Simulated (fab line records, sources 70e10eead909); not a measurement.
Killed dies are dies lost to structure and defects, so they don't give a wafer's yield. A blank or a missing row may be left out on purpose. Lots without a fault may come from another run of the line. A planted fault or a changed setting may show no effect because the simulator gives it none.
A struck lot beside a sound one | flow nand_harc | 15 steps out of a route of 1302
Sound: wafers L214.2, L214.3, L214.6. Struck: wafers L218.1, L218.3, L218.4. The cause comes at the end.
At each step with rows: each side's tool, then ch and its chambers, then its first start. Under that, the readings that differ: sound wafers | struck wafers | difference of the means | sigmas: that difference in standard deviations of wafers without a fault.
alike: readings whose means differ by less than 2 such deviations, and words and numbers that are the same on both sides. not compared: withheld readings, readings that some wafer has no value for, bounds like >300 that may hide the same value, and numbers for which the record gives no deviation and whose values overlap.
The two part at a step that has a row with sigmas, a row that says differs or no value, or rows on one side only. Numbers that don't overlap but have no deviation are shown without sigmas and don't part them. A reading that every wafer of one side lacks parts them only if that side has two wafers or more.

first, 1 step without rows for these wafers: NHARC_A_CHANNEL_HOLE_D1_STRIP_43 (strips in O2/COS).
NHARC_A_CHANNEL_HOLE_D1_ETCH_44: etches the open film in CF4/O2, target depth 140 nm, overetch 14 nm, time 77 s.
  sound on rie_diel-06 ch 1,2,3, day 10 11:29; struck on rie_diel-07 ch 0,1,3, day 11 20:14
  reading                     | sound       | struck      | difference | sigmas
  drypump_motor_current_A (A) | 6.5 6.4 6.4 | 5.2 5.9 5.5 | -0.9       | -2
  alike: bias_w, oes_ar_750_au, oes_product_au, rf_vpp_V, showerhead_plenum_p_Torr, throttle_valve_pct
  not compared: rf_hours_counter_h
NHARC_A_CHANNEL_HOLE_D1_STRIP_27: strips in O2.
  sound on rie_diel-06 ch 0,2,3; struck on rie_diel-07 ch 0,1,3
  alike: drypump_motor_current_A, oes_product_au, rf_vpp_V, showerhead_plenum_p_Torr, throttle_valve_pct
  not compared: rf_hours_counter_h
then, 2 steps without rows for these wafers: NHARC_A_CHANNEL_HOLE_D1_PRECLEAN_28 (cleans in SC1); NHARC_A_CHANNEL_HOLE_D1_SRD_29.
NHARC_A_CHANNEL_HOLE_D1_CD_MEAS_30:
  sound on cd_sem-01, day 10 12:18; struck on cd_sem-03, day 11 21:01
  alike: cd_nm
then, 1 step without rows for these wafers: NHARC_A_CHANNEL_HOLE_D1_XSEM_31.
NHARC_A_CHANNEL_HOLE_D1_INSPECT_40:
  sound on defect_inspect-01, day 10 12:29; struck on defect_inspect-01, day 11 21:13
  alike: raw_defect_count
then, 2 steps without rows for these wafers: NHARC_A_CHANNEL_FILL_D1_PRECLEAN_00 (cleans in SC1); NHARC_A_CHANNEL_FILL_D1_SRD_01.
NHARC_A_CHANNEL_FILL_D1_ALD_02: deposits SiO2, target thk 6 nm, pulse time 10 s, ald cycles 60.
  sound on ald_hk-03 ch 1,2, day 10 12:40; struck on ald_hk-02 ch 1,2,3, day 11 21:27
  alike: ald_cycles, heater_power_w, precursor_pulse_height_rel
NHARC_A_CHANNEL_FILL_D1_ALD_03: deposits SiNx, target thk 6 nm, pulse time 60 s, ald cycles 58.
  sound on ald_sin_batch-01 ch 0; struck on ald_sin_batch-01 ch 0
  alike: ald_cycles, precursor_pulse_height_rel
NHARC_A_CHANNEL_FILL_D1_ALD_14: deposits SiO2, target thk 2.5 nm, pulse time 10 s, ald cycles 25.
  sound on ald_hk-04 ch 0,1,3, day 10 19:44; struck on ald_hk-04 ch 0,1,3, day 12 05:58
  reading    | sound    | struck   | difference | sigmas
  ald_cycles | 25 25 25 | 26 26 26 | +1         |
  alike: heater_power_w, precursor_pulse_height_rel
NHARC_A_CHANNEL_FILL_D1_ALD_15: deposits SiNx, target thk 2 nm, pulse time 60 s, ald cycles 19.
  sound on ald_sin_batch-03 ch 0; struck on ald_sin_batch-01 ch 0
  alike: ald_cycles, precursor_pulse_height_rel
NHARC_END_SORT_01:
  the record has rows for the sound wafers here (prober-02 ch 0, day 26 00:02) and none for the struck ones

WHERE THEY PART
First at NHARC_A_CHANNEL_HOLE_D1_ETCH_44; last, within this record, at NHARC_END_SORT_01.

WHY: what the simulator had put in
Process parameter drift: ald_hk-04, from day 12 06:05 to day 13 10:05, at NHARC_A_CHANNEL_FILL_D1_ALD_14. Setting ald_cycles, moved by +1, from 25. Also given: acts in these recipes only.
